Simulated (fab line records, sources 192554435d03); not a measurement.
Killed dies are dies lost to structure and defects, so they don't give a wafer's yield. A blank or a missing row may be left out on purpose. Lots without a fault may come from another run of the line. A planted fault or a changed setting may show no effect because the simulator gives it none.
A struck lot beside a sound one | flow n5_finfet | 15 steps out of a route of 1938
Sound: wafers L831.1, L831.4, L831.5. Struck: wafer L846.3. (L846.1, L846.2 of the same lot were not struck and are left out.) The cause comes at the end.
At each step with rows: each side's tool, then ch and its chambers, then its first start. Under that, the readings that differ: sound wafers | struck wafers | difference of the means | sigmas: that difference in standard deviations of wafers without a fault.
alike: readings whose means differ by less than 2 such deviations, and words and numbers that are the same on both sides. not compared: withheld readings, readings that some wafer has no value for, bounds like >300 that may hide the same value, and numbers for which the record gives no deviation and whose values overlap.
The two part at a step that has a row with sigmas, a row that says differs or no value, or rows on one side only. Numbers that don't overlap but have no deviation are shown without sigmas and don't part them. A reading that every wafer of one side lacks parts them only if that side has two wafers or more.

N5_BEOL_M9_OCD_MEAS_38:
  sound on ocd-02, day 10 04:29; struck on ocd-01, day 13 18:16
  alike: trench_depth_nm
then, 4 steps without rows for these wafers: N5_BEOL_M9_HM_STRIP_39 (strips TiN in peroxide tin strip, target depth 25 nm, time 158 s); N5_BEOL_M9_SRD_40 (time 30 s); N5_BEOL_M9_PRECLEAN_42 (cleans in residue remover, time 60 s); N5_BEOL_M9_SRD_43 (time 30 s).
N5_BEOL_M9_CD_MEAS_35: target cd 70 nm, target cd y 40 nm.
  sound on cd_sem-01, day 10 04:38; struck on cd_sem-01, day 13 18:26
  alike: cd_nm
N5_BEOL_M9_CURE_72: cures SiCOH lowk, time 120 s.
  sound on uv_cure-01 ch 2, day 10 04:41; struck on uv_cure-01 ch 0, day 13 18:34
  alike: lamp_power_pct, wafer_temp_C_max
N5_BEOL_M9_DEGAS_44: time 60 s.
  sound on pvd_sputter-03, day 10 05:09; struck on pvd_sputter-03, day 13 18:57
  alike: heater_power_w
N5_BEOL_M9_PRE_CLEAN_45: time 30 s.
  sound on pvd_sputter-03, day 10 05:11; struck on pvd_sputter-03, day 13 18:59
  alike: heater_power_w
N5_BEOL_M9_ALD_74: deposits TaN, target thk 2 nm, pulse time 2 s, purge time 3 s.
  sound on ald_metal-01 ch 1,3, day 10 05:22; struck on ald_metal-01 ch 3, day 13 19:03
  alike: heater_power_w, mfc_carrier_sccm
N5_BEOL_M9_SURFACE_TREAT_79:
  sound on pvd_sputter-03, day 10 05:44; struck on pvd_sputter-02, day 13 19:22
  not compared: throttle_valve_pct
then, 1 step without rows for these wafers: N5_BEOL_M9_CVD_78 (deposits Co from CCTBA/H2, target thk 2 nm, time 138.9 s).
N5_BEOL_M9_SPUTTER_48: material Cu, target thk 12 nm, time 2 s.
  sound on pvd_sputter-03, day 10 05:56; struck on pvd_sputter-02, day 13 19:34
  reading                | sound             | struck | difference | sigmas
  cathode_dc_power_W (W) | 26002 25998 26001 | 21987  | -4013      | -99 or more
  alike: bias_v, chuck_gas_flow_sccm, throttle_valve_pct
then, 1 step without rows for these wafers: N5_BEOL_M9_ECD_50 (material Cu, target thk 318 nm).
-- the record jumps here: 3 days lie between the struck wafers' starts before and after (it left off in module BEOL_M9 and takes up again in module PASSIVATION, whose first step shown is number 1936 of the route) --
N5_PASSIVATION_PROBE_49:
  sound on prober-01, day 12 21:07; struck on prober-02, day 16 21:00
  reading            | sound    | struck | difference | sigmas
  killed_at_contacts | 22 22 10 | 3      | -15        | -3
  killed_short       | 50 29 47 | 20     | -22        | -3
  alike: defect_limited_yield, killed_at_M0_to_M3, killed_at_M4_up, killed_at_front_end, killed_at_other, killed_dies, killed_open, sort_bin_5_function, sort_bin_6_memory, sort_n_pass, sort_yield_pct

WHERE THEY PART
First at N5_BEOL_M9_SPUTTER_48; last, within this record, at N5_PASSIVATION_PROBE_49.

WHY: what the simulator had put in
Process parameter drift: pvd_sputter-02, from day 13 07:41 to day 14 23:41, at N5_BEOL_M9_SPUTTER_48. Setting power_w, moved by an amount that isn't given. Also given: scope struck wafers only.
